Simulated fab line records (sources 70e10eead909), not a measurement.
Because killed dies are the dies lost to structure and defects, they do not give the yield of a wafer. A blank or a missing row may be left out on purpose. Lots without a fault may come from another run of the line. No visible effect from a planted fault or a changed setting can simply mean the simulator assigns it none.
The tool behind it: which one? | flow nandHarc | 15 lots (45 wafers sampled), 1 step of a 1302-step route

## WHAT THE GAUGES READ, wafer by wafer
NHARC_P_CONTACT_INSPECT_27.
lot  | measured     | on               | rawDefectCount
L480 | day 6 10:21  | defectInspect-01 | 235 347 284
L482 | day 6 16:02  | defectInspect-02 | 113 115 198
L484 | day 7 17:18  | defectInspect-02 | 167 185 145
L486 | day 8 11:26  | defectInspect-02 | 254 223 141
L487 | day 9 00:24  | defectInspect-01 | 275 238 226
L488 | day 9 06:25  | defectInspect-01 | 260 250 271
L489 | day 9 15:03  | defectInspect-02 | 275 519 449
L492 | day 10 18:21 | defectInspect-01 | 487 396 633
L493 | day 11 14:31 | defectInspect-01 | 372 415 332
L497 | day 13 01:08 | defectInspect-02 | 236 362 543
L499 | day 14 00:59 | defectInspect-01 | 346 242 316
L500 | day 14 07:23 | defectInspect-02 | 211 233 182
L501 | day 14 14:20 | defectInspect-01 | 275 255 267
L502 | day 15 01:48 | defectInspect-01 | 217 341 232
L503 | day 15 18:09 | defectInspect-02 | 452 281 581

## TOOL THAT RAN EACH LOT (tool first, then ch and the chambers of the sampled wafers, then the start)
There is no process step in the record ahead of these readings.

## WHAT THE TOOLS THEMSELVES READ (means of the sampled wafers that have a number; where no wafer has one, the mark that the record gives instead)
The record holds no such reading with a usual standard deviation.

## THE ANSWER, worked out from the rows above alone
Rule: what is usual is taken from the lots themselves. The widest of any qualifying gaps counts: lots, ordered by their means at a reading, are off when they make up no more than a third of the lots, leave a main group of 4 or more, and stand apart from it by 3 or more times the standard deviation of that group's means. Not used: any main group whose means are identical at the precision the tables above print for the reading. A lot without any number at a reading at which 4 lots or more have one is off too. The other lots that the step has rows for count as sound. After the gauges, taken in route order, come the tools' own readings; for these a lot's mean is taken, as printed above. The first step at which some lot is off is used, and at that step the reading that is off furthest; a lot without a number counts as furthest.
No lot is off on any of the readings shown, so nothing can be concluded from this.

## WHAT HAD BEEN PUT IN BY THE SIMULATOR
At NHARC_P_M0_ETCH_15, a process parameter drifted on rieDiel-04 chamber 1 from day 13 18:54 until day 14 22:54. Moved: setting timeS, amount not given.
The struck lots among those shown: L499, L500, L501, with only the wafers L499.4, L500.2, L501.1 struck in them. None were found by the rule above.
